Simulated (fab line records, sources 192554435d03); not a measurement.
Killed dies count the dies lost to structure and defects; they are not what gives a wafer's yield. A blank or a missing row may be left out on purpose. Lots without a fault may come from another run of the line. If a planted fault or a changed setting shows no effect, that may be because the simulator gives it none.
The tool behind it: which one? ; flow n5Finfet ; 10 lots, 30 wafers sampled, at 4 steps of a route of 1938

WHAT THE GAUGES READ, wafer by wafer
N5_BEOL_M11_THK_MEAS_01.
lot;measured;on;M11_ILD_THK (nm)
L782;day 11 21:04;filmMetro-02;264 272 269
L783;day 13 06:09;filmMetro-01;264 271 267
L784;day 13 11:09;filmMetro-02;261 269 266
L785;day 13 19:43;filmMetro-02;265 265 269
L786;day 14 03:50;filmMetro-02;271 269 272
L790;day 15 00:02;filmMetro-01;265 267 269
L798;day 16 16:38;filmMetro-02;266 266 266
L804;day 18 05:40;filmMetro-02;268 266 271
L802;day 18 23:48;filmMetro-02;270 269 277
L803;day 19 03:58;filmMetro-01;265 271 274

TOOL THAT RAN EACH LOT (tool first, then ch and the chambers of the sampled wafers, then the start)
lot;N5_BEOL_M10_ETCH_66;N5_BEOL_M10_VIA_ETCH_34;N5_BEOL_M10_CVD_75
L782;rieDiel-02 ch 0,2, day 11 17:51;rieDiel-02 ch 0,2, day 11 17:58;cvdCo-01 ch 0,1,2, day 11 19:19
L783;rieDiel-04 ch 0,1,3, day 13 02:33;rieDiel-04 ch 0,1,3, day 13 02:41;cvdCo-01 ch 0,2, day 13 04:26
L784;rieDiel-04 ch 0,3, day 13 07:11;rieDiel-04 ch 0,3, day 13 07:19;cvdCo-01 ch 0,1, day 13 09:04
L785;rieDiel-04 ch 0,3, day 13 14:21;rieDiel-04 ch 0,3, day 13 14:29;cvdCo-02 ch 1,2, day 13 17:43
L786;rieDiel-04 ch 2,3, day 13 23:53;rieDiel-04 ch 2,3, day 14 00:00;cvdCo-01 ch 0,1, day 14 01:56
L790;rieDiel-04 ch 0,1, day 14 19:53;rieDiel-04 ch 0,1, day 14 20:01;cvdCo-02 ch 0,2, day 14 21:50
L798;rieDiel-05 ch 0,1,3, day 16 11:41;rieDiel-05 ch 0,1,3, day 16 11:48;cvdCo-01 ch 0,2, day 16 14:25
L804;rieDiel-02 ch 2,3, day 18 00:28;rieDiel-02 ch 2,3, day 18 00:35;cvdCo-01 ch 0,2, day 18 03:55
L802;rieDiel-04 ch 0,1,2, day 18 20:17;rieDiel-04 ch 0,1,2, day 18 20:25;cvdCo-02 ch 0,2, day 18 22:01
L803;rieDiel-04 ch 0,1,3, day 19 00:24;rieDiel-04 ch 0,1,3, day 19 00:31;cvdCo-01 ch 0,1,2, day 19 02:14
- N5_BEOL_M10_ETCH_66: etches SOC in N2/H2, target depth 120 nm, overetch 24 nm, time 180 s.
- N5_BEOL_M10_VIA_ETCH_34: etches SiCOH lowk in C4F6/O2, target depth 184.5 nm, time 69.2 s.
- N5_BEOL_M10_CVD_75: deposits Co from CCTBA/H2, target thk 2 nm, time 138.9 s.

THE ANSWER, worked out from the rows above alone
Rule: the usual values come from the lots themselves. The widest of any qualifying gaps counts: lots, ordered by their means at a reading, are off when they make up no more than a third of the lots, leave a main group of 4 or more, and stand apart from it by 3 or more times the standard deviation of that group's means. Not used: any main group whose means are identical at the precision the tables above print for the reading. Also off: a lot with no number at a reading for which 4 or more lots have one. The other lots that the step has rows for count as sound.
No lot is off at any reading shown: from this, nothing can be told.

WHAT THE SIMULATOR HAD PUT IN
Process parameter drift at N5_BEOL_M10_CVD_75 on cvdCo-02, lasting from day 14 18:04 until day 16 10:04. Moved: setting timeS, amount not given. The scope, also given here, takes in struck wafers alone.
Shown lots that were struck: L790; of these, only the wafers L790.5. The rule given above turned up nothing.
